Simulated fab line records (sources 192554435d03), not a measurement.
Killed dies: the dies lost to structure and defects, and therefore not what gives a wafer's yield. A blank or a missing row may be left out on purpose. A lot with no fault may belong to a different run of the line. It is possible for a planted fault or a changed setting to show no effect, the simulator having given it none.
Chamber matching	flow n5-finfet	N5_BEOL_M9_CURE_71 on uv-cure-03 has 3 sister chambers
The step cures SiCOH lowk, time 240 s. 24 wafers are shown with their chamber, then 12 later ones without.

## WAFERS, EACH WITH ITS CHAMBER
wafer	chamber	wafer_temp_C_max	lamp-power-pct (%)
L076.2	0	387.3	52.23
L076.5	0	386.9	52.27
L076.6	0	387.8	52.28
L074.2	0	387.4	52.30
L074.3	0	386.8	52.30
L074.6	0	387.2	52.28
L075.1	0	387.0	52.38
L075.2	0	386.9	52.28
L075.5	0	387.4	52.34
L078.1	2	388.6	52.30
L078.3	2	387.3	52.33
L078.6	2	388.2	52.30
L079.3	0	386.4	52.31
L079.4	0	386.9	52.37
L079.6	0	386.6	52.27
L080.3	0	386.8	52.28
L080.4	0	387.3	52.26
L080.5	0	386.7	52.32
L087.1	0	386.8	52.32
L087.2	0	387.7	52.40
L087.3	0	386.4	52.32
L088.1	1	387.0	52.33
L088.4	1	387.3	52.37
L088.6	1	386.3	52.29

SIGNATURES (averages over the wafers above)
reading	chamber 0	chamber 1	chamber 2	scatter within a chamber
wafer_temp_C_max	387.017	386.867	388.033	0.447
lamp-power-pct	52.3061	52.3300	52.3100	0.0421
Rule: a wafer's distance from a chamber is the root of the sum, over the readings, of the square of ((its reading less the chamber's mean) divided by the reading's scatter). The wafer belongs to the nearest chamber; if the next one is less than 2 further off, it can't be placed. The scatter: the root of (the sum of the squares of (reading less its chamber's mean) over the shown wafers, divided by (wafers less chambers)).

## WAFERS WHOSE CHAMBER IS MISSING
wafer	wafer_temp_C_max	lamp-power-pct (%)
L090.3	387.3	52.45
L090.4	387.1	52.36
L090.6	387.5	52.32
L091.2	387.8	52.33
L091.4	387.1	52.33
L091.6	386.9	52.30
L096.1	387.0	52.25
L096.3	387.5	52.26
L096.5	387.8	52.32
L097.1	388.5	52.24
L097.2	386.8	52.33
L097.3	387.0	52.31

## EACH ONE'S CHAMBER
wafer	from the rows above	in truth
L090.3	can't be placed: 1 or 0 or 2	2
L090.4	can't be placed: 1 or 0 or 2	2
L090.6	can't be placed: 0 or 2 or 1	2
L091.2	can't be placed: 2 or 0 or 1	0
L091.4	can't be placed: 1 or 0 or 2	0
L091.6	can't be placed: 0 or 1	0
L096.1	can't be placed: 0 or 1 or 2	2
L096.3	can't be placed: 0 or 2 or 1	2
L096.5	can't be placed: 2 or 0 or 1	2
L097.1	can't be placed: 2 or 0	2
L097.2	can't be placed: 1 or 0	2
L097.3	can't be placed: 0 or 1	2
Placed correctly: 0 of 12. These rows do not allow placing 12 (true chamber among the candidates in 10). Number placed wrongly: 0.
